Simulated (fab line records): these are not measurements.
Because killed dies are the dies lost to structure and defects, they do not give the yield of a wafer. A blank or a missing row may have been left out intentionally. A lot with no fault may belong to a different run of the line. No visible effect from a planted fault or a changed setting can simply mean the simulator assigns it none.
Which tool is to blame?    flow nandHarc    Sampling: 14 lots, 42 wafers, 4 of 1159 route steps

== WHAT THE GAUGES SHOWED, per wafer ==
NHARC_A_CHANNEL_FILL_D1_INSPECT_13.
lot   measured      on                rawDefectCount
L803  day 10 17:25  defectInspect-01  294 367 437
L802  day 10 17:25  defectInspect-02  265 222 331
L806  day 11 20:26  defectInspect-02  333 308 201
L808  day 11 16:34  defectInspect-02  372 200 142
L807  day 11 20:16  defectInspect-02  202 295 152
L812  day 13 04:11  defectInspect-02  345 431 313
L815  day 13 11:55  defectInspect-02  309 232 233
L818  day 14 08:14  defectInspect-02  464 315 326
L817  day 14 08:11  defectInspect-01  386 501 358
L819  day 14 20:31  defectInspect-02  318 340 252
L820  day 15 03:46  defectInspect-02  327 168 182
L822  day 15 11:43  defectInspect-02  380 177 190
L824  day 15 23:53  defectInspect-02  630 356 235
L825  day 16 15:50  defectInspect-01  405 334 149

== WHAT TOOL EACH LOT RAN ON (gives the tool, then ch and the chambers of the sampled wafers, and finally the start) ==
lot   NHARC_A_CHANNEL_HOLE_D1_ETCH_25  NHARC_A_CHANNEL_FILL_D1_ALD_25   NHARC_A_CHANNEL_FILL_D1_ETCHBACK_08
L803  harEtch-02 ch 0,1, day 8 11:00   aldHk-01 ch 0,2,3, day 10 06:15  rieDiel-05 ch 0,1, day 10 11:13
L802  harEtch-01 ch 0,1, day 8 12:58   aldHk-04 ch 0,1, day 10 05:32    rieDiel-01 ch 0,1,3, day 10 11:08
L806  harEtch-01 ch 0,1, day 9 13:36   aldHk-01 ch 1,3, day 11 05:48    rieDiel-05 ch 1,3, day 11 13:50
L808  harEtch-02 ch 0,1, day 9 14:44   aldHk-04 ch 1,2, day 11 05:10    rieDiel-05 ch 1,2,3, day 11 10:02
L807  harEtch-01 ch 0,1, day 9 17:46   aldHk-02 ch 0,1,3, day 11 09:13  rieDiel-01 ch 1,3, day 11 14:09
L812  harEtch-01 ch 0,1, day 10 23:14  aldHk-04 ch 0,1,3, day 12 16:53  rieDiel-05 ch 1,2,3, day 12 21:52
L815  harEtch-02 ch 0,1, day 11 07:50  aldHk-04 ch 0,2,3, day 12 23:54  rieDiel-05 ch 0,1,2, day 13 05:29
L818  harEtch-01 ch 0,1, day 12 05:49  aldHk-02 ch 0,1,3, day 13 20:20  rieDiel-01 ch 1,2, day 14 01:52
L817  harEtch-02 ch 1, day 12 06:10    aldHk-01 ch 0,1,3, day 13 20:57  rieDiel-05 ch 0,1,3, day 14 01:53
L819  harEtch-01 ch 0,1, day 12 14:59  aldHk-02 ch 0,1,2, day 14 08:35  rieDiel-05 ch 0,2, day 14 14:10
L820  harEtch-02 ch 1, day 13 00:29    aldHk-02 ch 0,3, day 14 15:43    rieDiel-05 ch 0,1,2, day 14 21:14
L822  harEtch-01 ch 0,1, day 13 08:40  aldHk-04 ch 2,3, day 14 23:28    rieDiel-06 ch 0,1,2, day 15 05:03
L824  harEtch-02 ch 0,1, day 13 20:41  aldHk-04 ch 1,2,3, day 15 13:00  rieDiel-05 ch 1,2,3, day 15 17:17
L825  harEtch-01 ch 0,1, day 14 13:13  aldHk-04 ch 0,1,2, day 16 03:50  rieDiel-01 ch 0,1,2, day 16 09:29
- NHARC_A_CHANNEL_HOLE_D1_ETCH_25: etches the open film in C4F8/O2/Ar, time 1040.2 s, target depth 1500 nm.
- NHARC_A_CHANNEL_FILL_D1_ALD_25: deposits SiOx, target thk 60 nm, pulse time 10 s, ald cycles 600.
- NHARC_A_CHANNEL_FILL_D1_ETCHBACK_08: etches the open film in C4F8, target depth 220 nm, time 110 s.

== AS READ BY THE TOOLS THEMSELVES (means over the sampled wafers that have a number; for cases with no such wafer, the mark the record gives instead) ==
NHARC_A_CHANNEL_HOLE_D1_ETCH_25.
lot   tool        drypumpMotorCurrentA (A)  escClampCurrentUA  showerheadPlenumPTorr (Torr)  throttleValvePct (%)
L803  harEtch-02  5.4                       0.0207             3.63                          32.235
L802  harEtch-01  5.8                       0.0208             3.71                          32.232
L806  harEtch-01  5.9                       0.0212             3.68                          32.240
L808  harEtch-02  5.8                       0.0212             3.69                          32.238
L807  harEtch-01  5.9                       0.0212             3.68                          32.235
L812  harEtch-01  5.8                       0.0208             3.70                          32.239
L815  harEtch-02  5.8                       0.0213             3.68                          32.249
L818  harEtch-01  5.8                       0.0208             3.69                          32.241
L817  harEtch-02  6.2                       0.0218             3.73                          32.242
L819  harEtch-01  5.8                       0.0208             3.69                          32.236
L820  harEtch-02  6.2                       0.0219             3.73                          32.231
L822  harEtch-01  5.9                       0.0211             3.66                          32.231
L824  harEtch-02  5.8                       0.0213             3.66                          32.231
L825  harEtch-01  5.9                       0.0211             3.65                          32.230

NHARC_A_CHANNEL_FILL_D1_ALD_25.
lot   tool      heaterPowerW (W)  precursorPulseHeightRel
L803  aldHk-01  480               1.002
L802  aldHk-04  428               0.999
L806  aldHk-01  475               0.979
L808  aldHk-04  407               0.992
L807  aldHk-02  492               1.029
L812  aldHk-04  416               0.990
L815  aldHk-04  417               1.007
L818  aldHk-02  488               0.978
L817  aldHk-01  467               1.007
L819  aldHk-02  492               1.005
L820  aldHk-02  481               1.016
L822  aldHk-04  408               1.004
L824  aldHk-04  415               0.997
L825  aldHk-04  406               1.012

NHARC_A_CHANNEL_FILL_D1_ETCHBACK_08.
lot   tool        chamberPressureMTorr (mTorr)  oesProductAu (a.u.)  rfVppV (V)
L803  rieDiel-05  25.026                        0.92                 440.1
L802  rieDiel-01  24.999                        0.95                 443.6
L806  rieDiel-05  -                             -                    -
L808  rieDiel-05  -                             -                    -
L807  rieDiel-01  25.002                        0.99                 442.7
L812  rieDiel-05  24.997                        0.93                 441.7
L815  rieDiel-05  25.001                        0.94                 441.5
L818  rieDiel-01  25.004                        0.93                 443.1
L817  rieDiel-05  24.997                        0.92                 442.9
L819  rieDiel-05  25.003                        1.00                 440.4
L820  rieDiel-05  24.992                        0.93                 440.5
L822  rieDiel-06  24.976                        1.00                 438.7
L824  rieDiel-05  25.017                        1.01                 442.7
L825  rieDiel-01  24.988                        0.93                 442.5

== THE ANSWER, worked out from the rows above alone ==
Rule: what is usual is taken from the lots themselves. Put in order of their means at a reading, lots are off if they are a third of the lots or fewer, leave a main group of 4 or more, and stand apart from it by a gap of 3 or more times the standard deviation of the main group's means; of several such gaps the widest counts. A main group is skipped when, at the precision printed for the reading in the tables above, its means are all equal. Also off: a lot with no number at a reading for which 4 or more lots have one. Where the step has rows for the other lots, those lots are counted as sound. Order of review: gauges by route order, followed by the tools' own readings, for which a lot's mean as printed above is used. The first step at which some lot is off is used, and at that step the reading that is off furthest; a lot without a number counts as furthest.
Off: L806, L808 (NHARC_A_CHANNEL_FILL_D1_ETCHBACK_08, chamberPressureMTorr). Without a number there: L806, L808. The main group: mean 25.000 mTorr, standard deviation 0.012.
A tool fits if, at that step or a process step before it, it ran every lot that is off, and no sound lot after the first of them. Not one of the candidates tried fits.

== WHAT THE SIMULATOR PUT IN ==
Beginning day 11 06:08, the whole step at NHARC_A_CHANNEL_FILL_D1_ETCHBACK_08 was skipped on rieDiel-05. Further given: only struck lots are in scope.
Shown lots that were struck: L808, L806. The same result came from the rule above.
